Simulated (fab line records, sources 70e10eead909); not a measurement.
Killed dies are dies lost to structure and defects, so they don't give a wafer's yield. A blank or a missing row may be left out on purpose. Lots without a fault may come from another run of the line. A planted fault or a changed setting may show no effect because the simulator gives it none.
A struck lot beside a sound one | flow nand_harc | 42 steps out of a route of 1302
Sound: wafers L915.2, L915.4, L915.6. Struck: wafers L930.1, L930.3, L930.6. The cause comes at the end.
At each step with rows: each side's tool, then ch and its chambers, then its first start. Under that, the readings that differ: sound wafers | struck wafers | difference of the means | sigmas: that difference in standard deviations of wafers without a fault.
alike: readings whose means differ by less than 2 such deviations, and words and numbers that are the same on both sides. not compared: withheld readings, readings that some wafer has no value for, bounds like >300 that may hide the same value, and numbers for which the record gives no deviation and whose values overlap.
The two part at a step that has a row with sigmas, a row that says differs or no value, or rows on one side only. Numbers that don't overlap but have no deviation are shown without sigmas and don't part them. A reading that every wafer of one side lacks parts them only if that side has two wafers or more.

NHARC_P_GATE_STRIP_101: strips in O2, time 20 s.
  sound on rie_diel-03 ch 0,2,3, day 6 23:29; struck on rie_diel-02 ch 2,3, day 12 20:12
  alike: drypump_motor_current_A, oes_product_au, rf_vpp_V, showerhead_plenum_p_Torr, throttle_valve_pct
  not compared: rf_hours_counter_h
then, 11 steps without rows for these wafers: NHARC_P_GATE_PRECLEAN_97 (cleans in SPM, time 600 s); NHARC_P_GATE_SRD_98; NHARC_P_GATE_PRECLEAN_99 (cleans in SC1); NHARC_P_GATE_SRD_100; NHARC_P_GATE_DEHYDRATE_38 (time 120 s); NHARC_P_GATE_HMDS_39 (time 30 s); NHARC_P_GATE_COAT_40; NHARC_P_GATE_SOFTBAKE_41 (time 95 s); NHARC_P_GATE_EBR_42; NHARC_P_GATE_EXPOSE_43 (exposes mask P NSD, target cd 720 nm); NHARC_P_GATE_PEB_44 (peb time 85 s).
NHARC_P_GATE_DEVELOP_45: time 70 s.
  sound on litho_track-07 ch 0, day 7 00:00; struck on litho_track-03 ch 0, day 12 21:00
then, 1 step without rows for these wafers: NHARC_P_GATE_HARDBAKE_47 (time 80 s).
NHARC_P_GATE_DESCUM_48: chemistry O2, time 3 s.
  sound on rie_diel-07 ch 0,2, day 7 00:35; struck on rie_diel-07 ch 0,1, day 12 21:17
  reading                 | sound         | struck          | difference | sigmas
  model.P_GATE.cd_nm (nm) | 717 717.9 719 | 120.1 121.3 124 | -596.2     |
  alike: drypump_motor_current_A, oes_product_au, rf_vpp_V, showerhead_plenum_p_Torr, throttle_valve_pct
  not compared: rf_hours_counter_h
then, 1 step without rows for these wafers: NHARC_P_GATE_IMPLANT_49.
NHARC_P_GATE_STRIP_111: strips in N2/H2, time 250 s.
  sound on plasma_asher-02 ch 0,1, day 7 00:59; struck on plasma_asher-01 ch 0,1, day 12 21:47
  alike: drypump_motor_current_A, heater_power_w
  not compared: rf_hours_counter_h
NHARC_P_GATE_STRIP_75: strips in O2.
  sound on plasma_asher-02 ch 0,1, day 7 01:15; struck on plasma_asher-01 ch 0,1, day 12 22:02
  alike: drypump_motor_current_A, heater_power_w
  not compared: rf_hours_counter_h
then, 10 steps without rows for these wafers: NHARC_P_GATE_STRIP_50 (strips in SPM, time 900 s); NHARC_P_GATE_DEHYDRATE_51 (time 120 s); NHARC_P_GATE_HMDS_52 (time 30 s); NHARC_P_GATE_COAT_53; NHARC_P_GATE_SOFTBAKE_54 (time 95 s); NHARC_P_GATE_EBR_55; NHARC_P_GATE_EXPOSE_56 (exposes mask P PSD, target cd 720 nm); NHARC_P_GATE_PEB_57 (peb time 85 s); NHARC_P_GATE_DEVELOP_58 (time 70 s); NHARC_P_GATE_HARDBAKE_60 (time 80 s).
NHARC_P_GATE_DESCUM_61: chemistry O2, time 3 s.
  sound on rie_diel-03 ch 0,3, day 7 02:20; struck on rie_diel-07 ch 0,1, day 12 22:59
  alike: drypump_motor_current_A, oes_product_au, rf_vpp_V, showerhead_plenum_p_Torr, throttle_valve_pct
  not compared: rf_hours_counter_h
then, 2 steps without rows for these wafers: NHARC_P_GATE_IMPLANT_62; NHARC_P_GATE_STRIP_112 (strips in N2/H2, time 200 s).
NHARC_P_GATE_STRIP_76: strips in O2.
  sound on plasma_asher-02 ch 0,1, day 7 03:09; struck on plasma_asher-01 ch 0,1, day 12 23:37
  alike: drypump_motor_current_A, heater_power_w
  not compared: rf_hours_counter_h
then, 8 steps without rows for these wafers: NHARC_P_GATE_STRIP_63 (strips in SPM, time 900 s); NHARC_P_GATE_DEHYDRATE_83 (time 120 s); NHARC_P_GATE_HMDS_84 (time 30 s); NHARC_P_GATE_COAT_85; NHARC_P_GATE_SOFTBAKE_86 (time 95 s); NHARC_P_GATE_EBR_87; NHARC_P_GATE_EXPOSE_88 (exposes mask P HVN, target cd 2000 nm); NHARC_P_GATE_PEB_89 (peb time 85 s).
NHARC_P_GATE_DESCUM_93: chemistry O2, time 3 s.
  sound on rie_diel-02 ch 0,1,3, day 7 04:05; struck on rie_diel-07 ch 1,2,3, day 13 00:44
  reading                 | sound          | struck          | difference | sigmas
  model.P_GATE.cd_nm (nm) | 2003 2006 2001 | 120.1 121.3 124 | -1881.5    |
  alike: drypump_motor_current_A, oes_product_au, rf_vpp_V, showerhead_plenum_p_Torr, throttle_valve_pct
  not compared: rf_hours_counter_h
-- the record jumps here: 19 days lie between the struck wafers' starts before and after (it left off in module P_GATE and takes up again in module END, whose first step shown is number 1302 of the route) --
NHARC_END_SORT_01:
  the record has rows for the struck wafers here (prober-01 ch 0, day 31 15:22) and none for the sound ones

WHERE THEY PART
Only at NHARC_END_SORT_01, within this record.

WHY: what the simulator had put in
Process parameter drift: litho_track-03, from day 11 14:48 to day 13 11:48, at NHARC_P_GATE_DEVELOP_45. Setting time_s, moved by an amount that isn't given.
